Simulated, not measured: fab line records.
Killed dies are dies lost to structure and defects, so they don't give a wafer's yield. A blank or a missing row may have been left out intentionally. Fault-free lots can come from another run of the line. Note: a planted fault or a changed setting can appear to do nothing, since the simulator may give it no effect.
fab line records	flow n5_finfet
record: lots: 3	wafers: 9	last_day: 18
route steps=1938 shown HKMG_FIN@433 GATE_CUT@465 PASSIVATION@1936
lots that met no fault: from a run of the same line without faults
start_h: start of the lot's first displayed wafer, in hours after the record's first day	wait_h: hours elapsed since this lot's preceding step	" unchanged from the row above	L1.1+2: several wafers, shown together as one row	- no value present, or no start provided	* or withheld: withheld	< > ~ a bound
route shown NAME@n: NAME is a module with steps in the file, n the number in the route of the first one	usual: average and standard deviation across the fault-free wafers	same: alike in all rows	chamber/n: place in a boat	sites: per-site readings	_std_site: how widely they spread, as a standard deviation	_edge_site: outer sites' mean less inner sites'	radius_mm: how far each site lies from the wafer's centre	mask NAME#n: copy n	behind: the tool/chamber that last shaped the wafer	hold: reason for holding the lot/hours on hold/outcome of the hold	device: transistor that didn't switch, given as n, p or np	end of line: tests of these same wafers at the route's end	a step given without rows: its recipe and nothing more	killed: not the wafer's yield, but the dies lost to structure and defects at the first sort	map: a wafer's dies, x killed, . not, _ none there
set.NAME: the setting the step ran with; set.NAME@STEP: the setting that earlier step ran with	model.NAME: the simulator's own value behind a step, which no gauge read
lots at some steps of the route; a table a step, a row a wafer
services: the hour from which a tool's chamber was out of use, counted from the record's first day as start_h (under 0 if before that day), plus the number of hours and why
== steps ==
step: N5_HKMG_FIN_DESCUM_17
recipe: chemistry: O2	time_s: 7.9	source_power_w: 50	bias_power_w: 20	pressure_mtorr: 20	rf_frequency_hz: 2.712e+07	temp_c: 40	resist: CAR-ArF	o2_flow_sccm: 225
step: N5_HKMG_FIN_ETCH_31
recipe: chemistry: CF4	target: SiARC	target_depth_a: 455	mask_material: CAR-ArF	time_s: 75.8	ion_energy_ev: 80	pressure_mtorr: 40	source_w: 545	bias_w: 36	Ar_flow_sccm: 100	cf4_flow_sccm: 100	ends: cleared
step: N5_HKMG_FIN_ETCH_32
recipe: chemistry: N2/H2	target: SOC	target_depth_a: 2400	temp_c: 40	time_s: 300	ion_energy_ev: 200	mask_material: SiARC	pressure_mtorr: 30	source_w: 840	bias_w: 150	n2_flow_sccm: 200	h2_flow_sccm: 200
step: N5_HKMG_FIN_STRIP_33
recipe: chemistry: N2/H2	temp_c: 40	n2_flow_sccm: 200	h2_flow_sccm: 200	rf_frequency_hz: 6e+07
step: N5_HKMG_FIN_STRIP_34
recipe: chemistry: CF4	resist: SiARC	power_w: 300	bias_power_w: 75	pressure_mtorr: 50	cf4_flow_sccm: 150	rf_frequency_hz: 6e+07
step: N5_HKMG_FIN_ETCH_35
recipe: chemistry: N2/H2	target: SOC	target_depth_a: 2158	ion_energy_ev: 65	bias_w: 5	source_w: 3000	time_s: 243.4	pressure_mtorr: 30	n2_flow_sccm: 200	h2_flow_sccm: 200
step: N5_HKMG_FIN_STRIP_92
recipe: chemistry: N2/H2	material: SOC	time_s: 20	power_w: 500	temp_c: 40	pressure_mtorr: 50	rf_frequency_hz: 6e+07	bias_power_w: 8	h2_frac: 0.5	n2_flow_sccm: 300	h2_flow_sccm: 300
step: N5_HKMG_FIN_WET_ETCH_18
recipe: chemistry: SC1	target: TiN	mix: 1:1:5	temp_c: *	time_s: 55	target_depth_nm: 5.2	dry: ipa_marangoni	rinse_time_s: 30	rinse_temp_c: 23
step: N5_HKMG_FIN_STRIP_19
recipe: chemistry: N2/H2	power_w: 2500	temp_c: 300	h2_frac: 0.65	time_s: 360	pressure_mtorr: withheld	n2_flow_sccm: 1750	h2_flow_sccm: 3250
step: N5_HKMG_FIN_ALD_91
recipe: material: TiN	target_thk_a: 10	temp_c: 400	ald_precursor_family: TiCl4	ald_co_reactant: NH3	pulse_time_s: 1	purge_time_s: 3	co_reactant_purge_time_s: 2	co_reactant_pulse_time_s: 2	ald_cycles: 47	pressure_torr: 3
usual: heater_power_w: 875/83	precursor_pulse_height_rel: 1.001/0.019
same: pulse_time_s: 1
lot.wafer	tool	chamber	start_h	wait_h	heater_power_w	precursor_pulse_height_rel
L153.3	ald_metal-04	2	74.79	0.2	909	0.987
L153.4	"	0	"	"	761	0.975
L153.5	"	2	"	"	907	1.049
L157.1	ald_metal-02	2	101.73	0.3	951	0.987
L157.2	"	1	"	"	900	0.989
L157.5	"	2	"	"	957	1.000
L173.1	ald_metal-02	3	200.23	0.3	906	1.000
L173.5	"	1	"	"	914	1.015
L173.6	"	2	"	"	942	1.027
step: N5_HKMG_FIN_COAT_85
recipe: resist: SOC	temp_c: 250	time_s: 60	spin_rpm: 1500	resist_thk_nm: 300
step: N5_HKMG_FIN_ETCH_86
recipe: chemistry: N2/H2	target: SOC	target_depth_a: 3932	stop_on: TiN	ion_energy_ev: 100	bias_w: 61	pressure_mtorr: 30	source_w: 850	n2_flow_sccm: 200	h2_flow_sccm: 200
step: N5_HKMG_FIN_STRIP_89
recipe: chemistry: N2/H2	material: SOC	time_s: 20	power_w: 500	temp_c: 40	pressure_mtorr: 50	rf_frequency_hz: 6e+07	bias_power_w: 8	h2_frac: 0.5	n2_flow_sccm: 300	h2_flow_sccm: 300
step: N5_HKMG_FIN_WET_ETCH_87
recipe: chemistry: SC1	target: TiN	mix: 1:2:40	temp_c: 50	time_s: 154.2	target_depth_nm: 4.7	dry: ipa_marangoni	rinse_time_s: 30	rinse_temp_c: 23
step: N5_HKMG_FIN_STRIP_88
recipe: chemistry: N2/H2	power_w: 2500	temp_c: 300	h2_frac: 0.65	time_s: 360	pressure_mtorr: withheld	n2_flow_sccm: 1750	h2_flow_sccm: 3250
step: N5_HKMG_FIN_NWFM_ALD_20
recipe: material: TiAlC	target_thk_a: 20	temp_c: 300	ald_precursor_family: TiCl4	ald_co_reactant: TEA	pulse_time_s: 3	purge_time_s: 2	co_reactant_purge_time_s: 2	co_reactant_pulse_time_s: 10	ald_cycles: 7	pressure_torr: 3
step: N5_HKMG_FIN_ALD_71
recipe: material: TiN	target_thk_a: 10	temp_c: 400	ald_precursor_family: TiCl4	ald_co_reactant: NH3	pulse_time_s: 1	purge_time_s: 3	co_reactant_purge_time_s: 2	co_reactant_pulse_time_s: 2	ald_cycles: 47	pressure_torr: 3
step: N5_HKMG_FIN_COAT_66
recipe: resist: SOC	temp_c: 250	time_s: 60	spin_rpm: 1500	resist_thk_nm: 300
step: N5_HKMG_FIN_ETCH_67
recipe: chemistry: N2/H2	target: SOC	target_depth_a: 3889	stop_on: TiN	ion_energy_ev: 100	bias_w: 61	pressure_mtorr: 30	source_w: 850	n2_flow_sccm: 200	h2_flow_sccm: 200
step: N5_HKMG_FIN_STRIP_90
recipe: chemistry: N2/H2	material: SOC	time_s: 20	power_w: 500	temp_c: 40	pressure_mtorr: 50	rf_frequency_hz: 6e+07	bias_power_w: 8	h2_frac: 0.5	n2_flow_sccm: 300	h2_flow_sccm: 300
step: N5_HKMG_FIN_WET_ETCH_73
recipe: chemistry: SC1	mix: 1:2:40	temp_c: 50	time_s: 42.3	target_depth_nm: 1.3	dry: ipa_marangoni	rinse_time_s: 30	rinse_temp_c: 23
step: N5_HKMG_FIN_ETCHBACK_68
recipe: chemistry: Cl2/Ar	stop_on: HfO2	target_depth_a: 5	pressure_mtorr: 10	icp_w: 600	bias_w: 60	Cl2_flow_sccm: 40	Ar_flow_sccm: 60
step: N5_HKMG_FIN_STRIP_69
recipe: chemistry: N2/H2	power_w: 2500	temp_c: 300	h2_frac: 0.65	time_s: 360	pressure_mtorr: withheld	n2_flow_sccm: 1750	h2_flow_sccm: 3250
step: N5_HKMG_FIN_ALD_21
recipe: material: TiN	target_thk_a: 15	temp_c: 400	ald_precursor_family: TiCl4	ald_co_reactant: NH3	pulse_time_s: 1	purge_time_s: 3	co_reactant_purge_time_s: 2	co_reactant_pulse_time_s: 2	ald_cycles: 68	pressure_torr: 3
step: N5_HKMG_FIN_ALD_72
recipe: material: W	target_thk_a: 20	temp_c: 300	pressure_torr: 7.5	ald_precursor_family: WF6	ald_co_reactant: B2H6	pulse_time_s: 1	purge_time_s: 2	co_reactant_purge_time_s: 2	co_reactant_pulse_time_s: 3	ald_cycles: 7
step: N5_HKMG_FIN_W_FILL_22
recipe: material: W	target_thk_a: 600	temp_c: 400	pressure_torr: 39.4	time_s: 18.2
step: N5_HKMG_FIN_PRECLEAN_83
recipe: chemistry: DIW	time_s: 57.5	temp_c: 23
step: N5_HKMG_FIN_SRD_84
recipe: dry_time_s: 32	dry: n2_spin	spin_rpm: 1500
step: N5_HKMG_FIN_CMP_23
recipe: stop_on: SiNx	t_overpolish_s: 10	post_cmp_clean: rinse_only	down_force_psi: 4	platen_rpm: 50.289	pad_velocity_m_s: 1.0006	target_thk_nm: 46.326
step: N5_HKMG_FIN_CMP_94
recipe: stop_on: SiNx	post_cmp_clean: w_dilute_nh4oh	t_overpolish_s: 4.7	down_force_psi: 4	platen_rpm: 50.289	pad_velocity_m_s: 1.0006	target_thk_nm: 43.299
step: N5_GATE_CUT_ETCHBACK_00
recipe: chemistry: SF6/Cl2	target: W	pressure_mtorr: 8	icp_w: 900	bias_w: 80	SF6_flow_sccm: 40	Cl2_flow_sccm: 60
step: N5_GATE_CUT_ETCH_56
recipe: chemistry: Cl2/Ar	target: TiN	target_depth_a: 216	pressure_mtorr: 10	icp_w: 600	bias_w: 60	Cl2_flow_sccm: 40	Ar_flow_sccm: 60
step: N5_GATE_CUT_ETCHBACK_30
recipe: chemistry: Cl2/Ar	target: TiN	target_depth_a: 30	mode: isotropic	pressure_mtorr: 10	icp_w: 600	bias_w: 60	Cl2_flow_sccm: 40	Ar_flow_sccm: 60
step: N5_GATE_CUT_VAPOR_ETCH_60
recipe: chemistry: BCl3/Cl2	target: HfO2	mode: isotropic
step: N5_GATE_CUT_ETCH_58
recipe: chemistry: CH3F/O2	target: SiNx	target_depth_a: 170	time_s: 128.6	ion_energy_ev: 50	pressure_mtorr: 30	source_w: 415	bias_w: 21	Ar_flow_sccm: 150	CH3F_flow_sccm: 30	O2_flow_sccm: 20
step: N5_GATE_CUT_STRIP_59
recipe: chemistry: N2/H2	time_s: 20	power_w: 100	temp_c: 40	pressure_mtorr: 100	rf_frequency_hz: 6e+07	bias_power_w: 3	n2_flow_sccm: 300	h2_flow_sccm: 300
step: N5_GATE_CUT_PRECLEAN_31
recipe: temp_c: 23	chemistry: DIW	time_s: 300
step: N5_PASSIVATION_PROBE_49
usual: killed_at_M0_to_M3: 33/11	killed_at_M4_up: 15/6.2	killed_at_contacts: 13/6.5	killed_at_front_end: 38/11	killed_at_other: 3.4/2.6	killed_dies: 102/17	killed_on_rim: 13/4.1	killed_open: 67/12	killed_short: 34/7.9
same: gross_dies: 1180	killed_at_back_side: 0
lot.wafer	tool	chamber	start_h	wait_h	killed_at_M0_to_M3	killed_at_M4_up	killed_at_contacts	killed_at_front_end	killed_at_other	killed_dies	killed_on_rim	killed_open	killed_short
L153.3	prober-01	-	273.76	0.1	15	9	15	35	5	79	10	55	24
L153.4	prober-01	-	273.81	0.2	25	14	30	29	2	100	13	62	37
L153.5	prober-01	-	273.86	0.2	41	12	18	36	0	107	13	61	46
L157.1	prober-02	-	310.62	0.0	52	8	10	37	4	111	16	59	51
L157.2	prober-02	-	310.67	0.1	54	15	19	28	6	122	8	89	31
L157.5	prober-02	-	310.82	0.2	60	23	21	38	5	147	20	95	49
L173.1	prober-02	-	434.76	0.7	21	15	16	22	5	79	10	52	26
L173.5	prober-02	-	434.96	0.9	23	7	19	22	4	75	13	47	24
L173.6	prober-02	-	435.01	1.0	24	9	20	110	8	171	35	76	30
killed by level:class
L153.3 MOL_CONTACT_COAG:geometric_particle:open=11 FIN_SAQP:geometric_particle:short=8 DUMMY_GATE:geometric_particle:open=6 FIN_SAQP:geometric_particle:open=5 STI_FIN_REVEAL:geometric_particle:open=5 MOL_CONTACT_COAG:geometric_particle:short=4 BEOL_M0_SAQP:geometric_particle:open=4 MIM_TOP_ETCH:geometric_particle:open=4
L153.4 MOL_CONTACT_COAG:geometric_particle:open=15 MOL_CONTACT_COAG:geometric_particle:short=15 BEOL_M2:geometric_particle:open=10 BEOL_M3:geometric_particle:open=6 FIN_SAQP:geometric_particle:short=5 DUMMY_GATE:geometric_particle:open=5 BEOL_M5:geometric_particle:open=4 STI_FIN_REVEAL:geometric_particle:open=4
L153.5 MOL_CONTACT_COAG:geometric_particle:open=11 BEOL_M0_SAQP:geometric_particle:short=10 BEOL_M0_SAQP:geometric_particle:open=8 GATE_CUT:geometric_particle:open=7 MOL_CONTACT_COAG:geometric_particle:short=7 BEOL_M1:geometric_particle:open=6 DUMMY_GATE:geometric_particle:open=5 GATE_CUT:geometric_particle:short=5
L157.1 BEOL_M0_SAQP:geometric_particle:open=15 BEOL_M0_SAQP:geometric_particle:short=11 GATE_CUT:geometric_particle:short=10 MOL_CONTACT_COAG:geometric_particle:open=9 FIN_SAQP:geometric_particle:short=5 BEOL_M2:geometric_particle:short=5 STARTING-WAFER:geometric_particle:short=4 BEOL_M3:geometric_particle:open=4
L157.2 MOL_CONTACT_COAG:geometric_particle:open=17 BEOL_M0_SAQP:geometric_particle:open=15 STI_FIN_REVEAL:geometric_particle:open=13 BEOL_M3:geometric_particle:open=11 BEOL_M0_SAQP:geometric_particle:short=9 BEOL_M2:geometric_particle:open=6 BEOL_M4:geometric_particle:open=4 BEOL_M1:geometric_particle:open=4
L157.5 MOL_CONTACT_COAG:geometric_particle:open=21 STI_FIN_REVEAL:geometric_particle:open=15 BEOL_M2:geometric_particle:open=10 BEOL_M0_SAQP:geometric_particle:short=9 BEOL_M3:geometric_particle:open=9 BEOL_M3:geometric_particle:short=8 BEOL_M4:geometric_particle:open=7 GATE_CUT:geometric_particle:short=6
L173.1 MOL_CONTACT_COAG:geometric_particle:open=13 BEOL_M3:geometric_particle:open=5 STI_FIN_REVEAL:geometric_particle:open=4 BEOL_M1:geometric_particle:open=4 BEOL_M1:geometric_particle:short=4 MOL_CONTACT_COAG:geometric_particle:short=3 BEOL_M0:geometric_particle:open=3 BEOL_M4:geometric_particle:open=3
L173.5 MOL_CONTACT_COAG:geometric_particle:open=13 MOL_CONTACT_COAG:geometric_particle:short=6 BEOL_M2:geometric_particle:open=5 BEOL_M0:geometric_particle:open=4 BEOL_M0_SAQP:geometric_particle:open=4 ZERO_LAYER:coat_microbubble_printed=4 STI_FIN_REVEAL:geometric_particle:open=3 DUMMY_GATE:geometric_particle:open=3
L173.6 HKMG_FIN:unspecified=64 STI_FIN_REVEAL:geometric_particle:open=18 MOL_CONTACT_COAG:geometric_particle:open=13 MOL_CONTACT_COAG:geometric_particle:short=7 BEOL_M0_SAQP:geometric_particle:open=6 DUMMY_GATE:geometric_particle:open=5 BEOL_M2:geometric_particle:open=5 STI_FIN_REVEAL:geometric_particle:short=4
map L173.6 (x killed, . not)
_________________.....x.....x________________
______________...........x......_____________
___________....................x..x__________
__________....x....................._________
________x......x......................_______
_______..............................x.______
______xx..............x......x.........._____
_____x......................x...x........____
____xxxx...x...............x.....x...x....___
___xxxxxx....x..........xx...............x.__
___xxxxxx.x.............................x.x__
__xxxxxxx.x.......x.........x............x.._
__xxxxxxx................x....x..x.......x.._
_xxxxxxxxx.........x....xx...................
_xxxxxxxx.......x....x.....x.......x....x....
_xxxxxx..x............x.x.....x..............
_xxxxx.....x.........x.x.............x.......
_x...xx.x......x.x.......x.............x.....
_.x................x...................x.....
_.x..x.....x....x..x..........x.........x.x..
_.x...................x.x......x............x
__............xx...............x....x.x....._
__...x...x......x..........................._
___.x..................x...........x.......__
___.....x......................x...........__
____..................x.x..........x......___
_____....................................____
______.....................x.x.........._____
_______.......xx...x..........xx.......______
________xx.......x.........xx.......x._______
__________.........x.............x.._________
___________...x..x....x............__________
______________...x..........x..x_____________
_________________..x.........________________
map L157.5 (x killed, . not)
_________________...x.x......________________
______________.......x.........._____________
___________.........x........x.....__________
__________.......x..x....x.........._________
________...............x.............._______
_______.xxx...x..xx..x..............x..______
______....x.xx..x......x......x........x_____
_____x........x...........x....x.........____
____x......x......x...x.......x.........x.___
___.........x.............................x__
___...............xx.....x..x..x.......x...__
__........x...................x.....x.x....._
__...x....x...x.....xx......................_
_x.......x..x..x.....x......xx.x......x.....x
_.............x....x.....x....x.........x..x.
_.....x...........x..x.x........x.x..xx......
_......................x..x.x.x.......x.....x
_..............x...........x................x
_....x....x......xx.......xx......x...xxx....
_.x.......xx............x........x...........
_..x...x.......x..........x...x..x.....x.....
__.x....x..........x...x............x......._
__..........x...x..........x.x.............._
___..............x....x.....x..............__
___......x.........x..x.........x.......x..__
____x...................x......x.....xx...___
_____.x...............................x..____
______.x...............................x_____
_______......x..........xx.....xx......______
________..x...............x.......x..._______
__________x..x.xx..................._________
___________........x..............x__________
______________.................._____________
_________________......x.....________________
== services ==
tool	chamber	start_h	hours	kind
ald_metal-04	3	59.95	16.4	repair
ald_metal-02	-	88.79	1.2	pm
ald_metal-04	-	90.06	17.3	repair
ald_metal-02	0	101.29	13.8	repair
== key ==
first_sign: step: N5_PASSIVATION_PROBE_49	reading: killed_at_front_end	direction: up	sigmas: 6.8	usual: 38	struck: 110
effect: step: N5_PASSIVATION_PROBE_49	reading: killed_dies	direction: up	sigmas: 4.1	usual: 102	struck: 171
more_kills_born_at: N5_HKMG_FIN_ALD_91@ald_metal-02: 64
met_at N5_HKMG_FIN_ALD_91
struck_wafers L173.6
tester_left_out L173
onset_between 101.73 200.23
fault: kind: chamber_particle_source	tool: ald_metal-02	chamber: 2	onset_h: 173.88	steps: N5_HKMG_FIN_ALD_91	rate_per_visit_cm2: 0.83581	end_h: 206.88
tester_left_out: of these lots the tester's yield and bins aren't shown, on N5 and GAA mostly nor the transistor test; their killed dies are dies lost to structure and defects alone, not to doping, threshold or leakage, so they don't give the yield
